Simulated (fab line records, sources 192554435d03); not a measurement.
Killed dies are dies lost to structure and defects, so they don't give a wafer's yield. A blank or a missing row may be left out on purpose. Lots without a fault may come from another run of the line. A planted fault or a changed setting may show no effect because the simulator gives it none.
fab line records | flow n5_finfet
record lots=11 wafers=32 last_day=20
route steps=1938 shown GATE_CUT@468
lots that met no fault: from a run of the same line without faults
start_h: hours from the record's first day to the start of the lot's first wafer shown | wait_h: hours since the lot's step before | " the same as in the row above | L1.1+2: a row that stands for several wafers | - no value, or no start given | * or withheld: withheld | < > ~ a bound
route shown NAME@n: a module of which the file shows steps, and the number in the route of the first | usual: mean/standard deviation of fault-free wafers | same: alike in all rows | chamber/n: place in a boat | sites: the reading at each site | _std_site: their standard deviation | _edge_site: outer sites' mean less inner sites' | radius_mm: how far each site lies from the wafer's centre | mask NAME#n: copy n | behind: the tool/chamber that last shaped the wafer | hold: why the lot was held/for how many hours/how that ended | device: the transistor (n, p or np) that didn't switch | end of line: the same wafers' tests at the end of the route | a step without rows: its recipe alone | killed: dies lost to structure and defects at the first sort, not the wafer's yield | map: a wafer's dies, x killed, . not, _ none there
set.NAME: the setting as run; set.NAME@STEP: as run at that earlier step | model.NAME: the simulator's own value behind a step, which no gauge read
steps of the route over a sample of lots; a table a step, a row a wafer
services: from which hour (start_h, from the record's first day; less than 0 if before it) a tool's chamber was out of use, for how many hours, and why
## steps
# step N5_GATE_CUT_VAPOR_ETCH_60
# recipe chemistry=BCl3/Cl2 target=HfO2 mode=isotropic
# usual drypump_motor_current_A=5.5/0.44 oes_product_au=0.74/0.1
# columns lot.wafer tool chamber start_h wait_h drypump_motor_current_A oes_product_au
L613.1 rie_metal-02 0 104.99 0.0 6.0 0.87
L613.2 " 1 " " 5.0 0.68
L613.6 " 0 " " 6.1 0.87
L615.3 rie_metal-01 0 119.45 0.0 5.0 0.88
L615.4 " 1 " " 5.0 0.62
L615.6 " 0 " " 5.0 0.88
L616.2 rie_metal-03 1 124.77 0.0 5.4 0.82
L616.5 " 1 " " 5.4 0.83
L616.6 " 0 " " 6.0 0.63
L617.2 rie_metal-03 1 128.74 0.0 5.4 0.82
L617.4 " 1 " " 5.4 0.82
L617.5 " 1 " " 5.4 0.82
L619.1 rie_metal-03 0 141.08 0.0 6.0 0.63
L619.3 " 0 " " 5.9 0.64
L619.4 " 1 " " 5.4 0.82
L623.1 rie_metal-03 1 163.30 0.0 5.4 0.81
L623.2 " 0 " " 6.0 0.63
L623.4 " 0 " " 6.0 0.63
L624.1 rie_metal-02 1 170.44 0.0 5.0 0.66
L624.2 " 0 " " 6.0 0.85
L624.6 " 1 " " 5.0 0.66
L625.2 rie_metal-02 1 179.88 0.0 5.0 0.66
L625.4 " 1 " " 5.0 0.66
L625.6 " 0 " " 6.1 0.84
L626.4 rie_metal-01 0 183.22 0.0 5.0 0.85
L626.6 " 0 " " 5.0 0.84
L629.2 rie_metal-03 1 204.37 0.0 5.4 0.80
L629.3 " 1 " " 5.4 0.80
L629.5 " 0 " " 6.0 0.62
L631.1 rie_metal-01 0 212.91 0.1 5.0 0.84
L631.4 " 0 " " 5.0 0.84
L631.6 " 0 " " 5.0 0.85
# step N5_GATE_CUT_CMP_02
# recipe stop_on=SiO2 t_overpolish_s=12.7 post_cmp_clean=alkaline_brush down_force_psi=2.5 platen_rpm=51.8 pad_velocity_m_s=1.0307 target_thk_nm=0
# usual motor_current_A=9.0/0.67 overpolish_run_s=12.700/0.0094 time_to_endpoint_s=24.4/2.1
# columns lot.wafer tool chamber start_h wait_h motor_current_A overpolish_run_s time_to_endpoint_s
L613.1 cmp-01 3 107.67 0.1 9.0 12.707 21.9
L613.2 " 1 " " 8.9 12.716 20.8
L613.6 " 2 " " 8.9 12.704 25.5
L615.4 cmp-03 2 122.51 0.2 8.2 12.719 22.7
L615.3 " 3 " " 8.3 12.704 22.0
L615.6 " 1 " " 8.6 12.684 25.6
L616.2 cmp-01 2 127.53 0.2 8.9 12.698 23.5
L616.6 " 3 " " 9.1 12.708 23.6
L616.5 " 0 " " 8.9 12.701 23.2
L617.4 cmp-01 1 131.54 0.2 8.9 12.692 24.1
L617.2 " 3 " " 8.5 12.687 20.3
L617.5 " 2 " " 8.8 12.698 25.7
L619.4 cmp-01 2 143.73 0.0 8.8 12.697 29.0
L619.1 " 0 " " 9.2 12.691 24.4
L619.3 " 1 " " 8.8 12.706 22.5
L623.4 cmp-03 3 165.94 0.0 8.2 12.709 25.1
L623.2 " 1 " " 8.7 12.698 23.1
L623.1 " 2 " " 8.4 12.711 22.5
L624.1 cmp-01 3 173.13 0.1 8.4 12.695 20.2
L624.2 " 1 " " 8.9 12.702 21.8
L624.6 " 3 " " 8.5 12.700 22.0
L625.2 cmp-01 2 182.73 0.3 9.1 12.712 28.4
L625.4 " 3 " " 8.8 12.704 22.9
L625.6 " 2 " " 8.7 12.711 28.6
L626.4 cmp-04 1 186.00 0.2 9.0 12.705 24.0
L626.6 " 1 " " 8.9 12.700 26.6
L629.3 cmp-01 1 207.03 0.1 8.7 12.714 27.0
L629.2 " 2 " " 8.2 12.717 24.9
L629.5 " 1 " " 8.4 12.694 24.2
L631.4 cmp-03 1 216.76 0.1 9.1 12.689 26.3
L631.1 " 2 " " 8.2 12.698 26.1
L631.6 " 3 " " 8.0 12.710 28.4
# step N5_GATE_CUT_HM_OPEN_40
# recipe chemistry=C4F6/O2 target=SiO2 mask_material=SiARC target_depth_a=1390 time_s=85.1 ion_energy_ev=250 pressure_mtorr=30 source_w=345 bias_w=185 Ar_flow_sccm=300 C4F6_flow_sccm=10 O2_flow_sccm=10 ends=cleared
# usual drypump_motor_current_A=5.4/0.47 etch_rf_on_time_s=94.8/1.6 oes_product_au=0.67/0.039 rf_vpp_V=667/6.5 showerhead_plenum_p_Torr=2.91/0.075 throttle_valve_pct=20.95/0.21
# columns lot.wafer tool chamber start_h wait_h drypump_motor_current_A etch_rf_on_time_s oes_product_au rf_hours_counter_h rf_vpp_V showerhead_plenum_p_Torr throttle_valve_pct
L613.1 rie_diel-01 3 108.77 0.0 4.6 93.6 0.69 146 667 2.97 20.75
L613.2 " 1 " " 5.8 96.1 0.65 208 674 2.94 21.19
L613.6 " 1 " " 5.8 96.6 0.65 - 673 2.94 21.22
L615.3 rie_diel-01 0 123.39 0.0 5.5 91.7 0.70 128 669 2.96 20.67
L615.4 " 3 " " 4.6 94.3 0.68 154 667 2.96 20.76
L615.6 " 3 " " 4.6 95.0 0.68 - 667 2.96 20.78
L616.2 rie_diel-02 1 128.54 0.0 5.0 93.4 0.70 133 662 2.98 20.73
L616.5 " 3 " " 5.5 95.1 0.76 - 671 3.00 20.66
L616.6 " 2 " " 4.8 93.6 0.79 - 664 3.01 21.36
L617.2 rie_diel-04 3 132.50 0.0 5.7 94.8 0.70 122 660 2.86 20.76
L617.4 " 1 " " 6.1 97.2 0.62 219 659 2.71 20.97
L617.5 " 0 " " 6.1 99.4 0.62 - 681 2.92 21.21
L619.1 rie_diel-01 3 144.69 0.0 4.7 92.1 0.67 160 666 2.96 20.78
L619.3 " 2 " " 5.0 93.2 0.70 144 655 2.85 21.03
L619.4 " 0 " " 5.5 96.4 0.68 134 671 2.96 20.67
L623.1 rie_diel-02 2 166.89 0.0 4.8 92.7 0.76 68 667 3.00 21.37
L623.2 " 0 " " 5.0 94.5 0.63 191 672 2.94 21.03
L623.4 " 2 " " 4.8 92.2 0.76 - 666 3.00 21.37
L624.1 rie_diel-01 1 174.39 0.0 5.7 96.4 0.63 230 673 2.93 21.23
L624.2 " 2 " " 5.0 92.5 0.68 151 657 2.84 21.05
L624.6 " 0 " " 5.5 93.4 0.68 - 671 2.96 20.69
L625.2 rie_diel-01 2 184.04 0.0 5.0 93.5 0.68 153 657 2.84 21.03
L625.4 " 3 " " 4.7 96.5 0.67 171 668 2.95 20.78
L625.6 " 0 " " 5.5 96.0 0.67 - 671 2.96 20.68
L626.4 rie_diel-01 2 187.15 0.0 5.0 95.2 0.68 155 658 2.84 21.04
L626.6 " 3 " " 4.7 96.3 0.67 - 666 2.95 20.79
L629.2 rie_diel-04 2 208.11 0.0 5.5 95.2 0.64 203 668 2.82 21.05
L629.3 " 1 " " 6.1 93.7 0.61 241 659 2.70 21.05
L629.5 " 1 " " 6.1 95.0 0.61 - 660 2.70 21.01
L631.1 rie_diel-02 0 218.35 0.0 5.1 95.6 0.62 209 674 2.93 21.05
L631.4 " 2 " " 4.8 96.3 0.74 85 666 2.99 21.39
L631.6 " 0 " " 5.1 96.5 0.62 - 672 2.93 21.06
# step N5_GATE_CUT_ETCH_19
# recipe chemistry=CH3F/O2 target=SiNx mask_material=SiO2 target_depth_a=537 time_s=76.7 pressure_mtorr=30 source_w=395 bias_w=73 Ar_flow_sccm=150 CH3F_flow_sccm=30 O2_flow_sccm=20 ion_energy_ev=120 ends=cleared
# usual drypump_motor_current_A=5.4/0.46 etch_rf_on_time_s=77.2/0.94 oes_product_au=0.64/0.036 rf_vpp_V=298.3/2.9 showerhead_plenum_p_Torr=2.04/0.055 throttle_valve_pct=16.38/0.21
# columns lot.wafer tool chamber start_h wait_h drypump_motor_current_A etch_rf_on_time_s oes_product_au rf_hours_counter_h rf_vpp_V showerhead_plenum_p_Torr throttle_valve_pct
L613.1 rie_diel-01 3 108.89 0.0 4.6 78.1 0.65 146 298.2 2.09 16.18
L613.2 " 1 " " 5.8 78.8 0.61 208 300.6 2.07 16.60
L613.6 " 1 " " 5.8 77.7 0.62 - 300.4 2.07 16.62
L615.3 rie_diel-01 0 123.51 0.0 5.5 76.7 0.65 128 300.3 2.09 16.11
L615.4 " 3 " " 4.6 76.7 0.65 154 298.6 2.08 16.20
L615.6 " 3 " " 4.6 76.6 0.64 - 298.8 2.08 16.21
L616.2 rie_diel-02 1 128.67 0.0 5.0 76.4 0.66 133 297.1 2.10 16.14
L616.5 " 3 " " 5.5 75.9 0.72 - 300.4 2.11 16.09
L616.6 " 2 " " 4.8 75.2 0.74 - 296.0 2.12 16.67
L617.2 rie_diel-04 3 132.62 0.0 5.7 76.9 0.66 122 295.6 2.01 16.18
L617.4 " 1 " " 6.1 77.9 0.59 219 293.1 1.90 16.47
L617.5 " 0 " " 6.1 78.6 0.60 - 303.6 2.05 16.67
L619.1 rie_diel-01 3 144.81 0.0 4.7 77.9 0.64 160 298.6 2.08 16.22
L619.3 " 2 " " 5.0 76.6 0.66 144 294.2 2.00 16.46
L619.4 " 0 " " 5.5 77.8 0.65 135 300.9 2.09 16.12
L623.1 rie_diel-02 2 167.01 0.0 4.8 75.8 0.73 68 296.5 2.11 16.68
L623.2 " 0 " " 5.0 77.1 0.59 192 300.9 2.07 16.47
L623.4 " 2 " " 4.8 76.5 0.72 - 299.2 2.12 16.67
L624.1 rie_diel-01 1 174.51 0.0 5.7 78.2 0.60 230 301.7 2.06 16.67
L624.2 " 2 " " 5.0 76.6 0.65 151 293.0 2.00 16.46
L624.6 " 0 " " 5.5 58.8 0.75 - 299.6 2.08 16.18
L625.2 rie_diel-01 2 184.16 0.0 5.0 75.7 0.66 154 293.0 2.00 16.46
L625.4 " 3 " " 4.7 77.5 0.63 171 298.2 2.08 16.23
L625.6 " 0 " " 5.5 58.4 0.76 - 299.8 2.08 16.15
L626.4 rie_diel-01 2 187.27 0.0 5.0 77.0 0.64 155 293.2 2.00 16.47
L626.6 " 3 " " 4.7 59.4 0.74 - 297.8 2.08 16.25
L629.2 rie_diel-04 2 208.23 0.0 5.5 77.6 0.61 203 300.5 1.98 16.47
L629.3 " 1 " " 6.1 76.8 0.58 241 295.4 1.89 16.50
L629.5 " 1 " " 6.1 76.6 0.58 - 294.6 1.89 16.47
L631.1 rie_diel-02 0 218.47 0.0 5.1 77.5 0.58 209 301.2 2.06 16.53
L631.4 " 2 " " 4.8 76.0 0.71 85 298.5 2.11 16.75
L631.6 " 0 " " 5.0 78.1 0.59 - 301.0 2.06 16.52
## services
# columns tool chamber start_h hours kind
rie_diel-04 3 87.56 2.5 repair
cmp-03 - 91.27 0.3 repair
rie_metal-01 1 92.32 11.1 repair
rie_metal-01 - 92.95 2.8 pm
rie_diel-02 0 100.91 6.0 repair
cmp-04 - 129.63 10.0 pm
cmp-01 - 131.77 4.0 pm
cmp-01 - 135.77 - consumable_replace:conditioner
cmp-01 - 135.77 - consumable_replace:pad
rie_diel-02 2 137.47 6.3 repair
cmp-03 - 153.03 0.3 repair
rie_metal-01 1 154.16 10.1 repair
cmp-01 - 159.13 2.1 repair
rie_diel-02 3 164.68 12.2 repair
rie_metal-01 - 169.85 1.4 pm
cmp-03 - 174.62 3.7 pm
rie_diel-04 1 180.16 11.0 repair
cmp-03 - 182.14 4.0 pm
rie_diel-04 0 191.20 - clean
rie_diel-04 0 191.20 - consumable_replace:focus_ring
rie_diel-02 - 195.75 0.3 repair
cmp-03 - 199.31 4.2 repair
cmp-01 - 203.65 1.3 repair
rie_diel-02 3 210.60 4.7 repair
## key
first_sign step=N5_GATE_CUT_ETCH_19 reading=etch_rf_on_time_s direction=down sigmas=19 usual=* struck=*
effect step=N5_GATE_CUT_ETCH_19 reading=oes_product_au direction=up sigmas=3.2 usual=0.64 struck=0.75
met_at N5_GATE_CUT_ETCH_19
struck_lots L624,L625,L626
struck_wafers L624.6,L625.6,L626.6
tester_left_out L624,L625,L626
not_acting_at N5_GATE_CUT_VAPOR_ETCH_60,N5_GATE_CUT_CMP_02,N5_GATE_CUT_HM_OPEN_40
onset_between 144.81 174.51
fault kind=process_parameter_drift tool=rie_diel-01 chamber=- onset_h=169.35 steps=N5_GATE_CUT_ETCH_19 channel=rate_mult offset=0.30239 shape=step end_h=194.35 scope=struck_wafers_only
# tester_left_out: of these lots the tester's yield and bins aren't shown, on N5 and GAA mostly nor the transistor test; their killed dies are dies lost to structure and defects alone, not to doping, threshold or leakage, so they don't give the yield
